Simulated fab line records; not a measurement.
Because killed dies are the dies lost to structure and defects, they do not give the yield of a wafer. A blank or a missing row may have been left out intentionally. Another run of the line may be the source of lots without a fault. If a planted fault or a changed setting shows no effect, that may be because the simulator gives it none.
Comparing a struck lot with a sound one    flow n5Finfet    16 steps out of a route of 1938
Sound: these wafers, L841.1, L841.4, L841.5. Struck: wafers L850.3, L850.4, L850.6. Last of all comes the cause.
For every step that has rows: the tool of each side, followed by ch and its chambers, followed by its first start. Under that, the readings that differ: sound wafers    struck wafers    difference of the means    sigmas: that difference in standard deviations of wafers without a fault.
alike: same words and numbers on both sides, and readings whose means sit less than 2 such deviations apart. not compared: any withheld reading, any reading some wafer has no value for, any bound like >300 that may hide the same value, and any number with overlapping values for which the record gives no deviation.
The two part at a step that has a row with sigmas, a row that says differs or no value, or rows on one side only. Numbers that have no deviation but don't overlap get no sigmas and don't part them. A reading missing from all wafers of one side parts the sides only when that side holds two or more wafers.

N5_HKMG_FIN_OVL_MEAS_13:
  sound on overlay-01 ch 0, day 5 17:26; struck on overlay-01 ch 0, day 7 22:08
  alike: NWFM_OVL
N5_HKMG_FIN_INSPECT_14: inspects for defects (macro).
  struck on defectInspect-01, day 7 22:10; sound on defectInspect-01, day 5 17:28
  alike: rawDefectCount
N5_HKMG_FIN_DESCUM_17: chemistry O2, time 7.9 s.
  sound on rieDiel-01 ch 0,1,3, day 5 17:29; struck on rieDiel-06 ch 2,3, day 7 22:12
  alike: drypumpMotorCurrentA, oesProductAu, rfVppV, showerheadPlenumPTorr, throttleValvePct
  not compared: rfHoursCounterH
then, 1 step without rows for these wafers: N5_HKMG_FIN_ETCH_31 (etches SiARC in CF4, target depth 45.5 nm, time 75.8 s).
N5_HKMG_FIN_ETCH_32: etches SOC in N2/H2, target depth 240 nm, time 300 s.
  sound on rieDiel-01 ch 0,1,3, day 5 17:35; struck on rieDiel-06 ch 2,3, day 7 22:17
  alike: drypumpMotorCurrentA, oesProductAu, rfVppV, showerheadPlenumPTorr, throttleValvePct
  not compared: rfHoursCounterH
then, 2 steps without rows for these wafers: N5_HKMG_FIN_STRIP_33 (strips in N2/H2); N5_HKMG_FIN_STRIP_34 (strips in CF4).
N5_HKMG_FIN_ETCH_35: etches SOC in N2/H2, target depth 215.8 nm, time 243.4 s.
  sound on rieDiel-01 ch 0,1,3, day 5 17:48; struck on rieDiel-06 ch 2,3, day 7 22:30
  alike: drypumpMotorCurrentA, oesProductAu, rfVppV, showerheadPlenumPTorr, throttleValvePct
  not compared: rfHoursCounterH
then, 2 steps without rows for these wafers: N5_HKMG_FIN_STRIP_92 (strips SOC in N2/H2, time 20 s); N5_HKMG_FIN_WET_ETCH_18 (etches TiN in SC1, time 55 s, target depth 5.2 nm, rinse time 30 s).
N5_HKMG_FIN_STRIP_19: strips in N2/H2, time 360 s.
  sound on plasmaAsher-02 ch 0,1, day 5 18:05; struck on plasmaAsher-01 ch 0,1, day 7 22:55
  alike: drypumpMotorCurrentA, heaterPowerW
  not compared: rfHoursCounterH
then, 1 step without rows for these wafers: N5_HKMG_FIN_ALD_91 (deposits TiN, target thk 1 nm, pulse time 1 s, purge time 3 s).
N5_HKMG_FIN_COAT_85: time 60 s, resist thk 300 nm.
  sound on lithoTrack-02 ch 0, day 5 18:45; struck on lithoTrack-03 ch 0, day 7 23:28
reading                                   sound                 struck                difference  sigmas
spinSpeedRpm (rpm)                        1500.6 1499.1 1499.0  1185.8 1186.8 1185.8  -313.4      -99 or more
model.SOC_of_HKMG_FIN_COAT_85.thkNm (nm)  299.6 299.8 299.8     338 337.8 337.8       +38         
  alike: heaterPowerTotalW
N5_HKMG_FIN_ETCH_86: etches SOC in N2/H2, stops on TiN, target depth 393.2 nm.
  sound on rieDiel-02 ch 0,1,3, day 5 18:49; struck on rieDiel-02 ch 1,2, day 7 23:32
  alike: drypumpMotorCurrentA, oesProductAu, rfVppV, showerheadPlenumPTorr, throttleValvePct
  not compared: rfHoursCounterH
-- here the record skips 5 days between the struck wafers' starts before and after, leaving off in module HKMG_FIN and picking up in module BEOL_M4 (first step shown: number 1111 of the route) --
N5_BEOL_M4_RC_MEAS_101:
  sound on prober-02 ch 0, day 9 22:32; struck on prober-02 ch 0, day 12 13:08
  alike: DIBL_N, DIBL_P, IOFF_N, IOFF_P, ION_N, ION_P, SS_N, SS_P, VT_N, VT_P
-- here the record skips 4 days between the struck wafers' starts before and after, leaving off in module BEOL_M4 and picking up in module PASSIVATION (first step shown: number 1936 of the route) --
N5_PASSIVATION_PROBE_49:
  rows exist in the record for the struck wafers here (prober-02, day 16 16:49), but not for the sound ones

== WHERE THEY PART ==
At N5_HKMG_FIN_COAT_85 first; at N5_PASSIVATION_PROBE_49 last (within this record only).

WHY: what the simulator had put in
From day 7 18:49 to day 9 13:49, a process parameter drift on lithoTrack-03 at N5_HKMG_FIN_COAT_85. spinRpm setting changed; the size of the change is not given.
